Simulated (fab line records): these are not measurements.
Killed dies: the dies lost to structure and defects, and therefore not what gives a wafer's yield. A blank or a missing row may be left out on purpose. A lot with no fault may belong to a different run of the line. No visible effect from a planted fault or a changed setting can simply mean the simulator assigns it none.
Matching of chambers ; flow nand harc ; 4 sister chambers for NHARC_P_M0_ETCH_34 on rie diel-07
The step etches the open film in N2/H2, target depth 40 nm, overetch 12 nm, time 43.94 s. 4 wafers are shown with their chamber, then 10 later ones without.

WAFERS, EACH WITH ITS CHAMBER
wafer;chamber;drypump motor current A (A)
L087.2;2;6.5
L087.5;1;6.1
L090.2;0;6.0
L090.3;3;5.1

WAFERS WHOSE CHAMBER IS MISSING
wafer;drypump motor current A (A)
L090.4;5.1
L091.2;6.1
L091.4;6.5
L091.5;5.1
L094.1;6.1
L094.2;5.2
L094.4;6.1
L096.2;6.5
L096.5;5.1
L096.6;6.5

EACH ONE'S CHAMBER
wafer;from the rows above;in truth
L090.4;3;3
L091.2;1;1
L091.4;2;2
L091.5;3;3
L094.1;1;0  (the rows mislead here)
L094.2;3;3
L094.4;1;1
L096.2;2;2
L096.5;3;3
L096.6;2;2
Correctly placed: 9 of 10. Not placeable from these rows: 0. Wrongly placed: 1.
How it was worked out, from the rows above alone: a wafer's distance from a chamber is the root of the sum, over the readings, of the square of ((its reading less the chamber's mean) divided by the reading's scatter). If the next closest chamber is less than 2 further off than the closest, the wafer can't be placed; otherwise it belongs to the closest. The mean given for a chamber averages the wafers shown for that chamber. The scatter: with one shown wafer a chamber, the root of the mean of the squares of how far each hidden wafer lies from its nearest shown one.
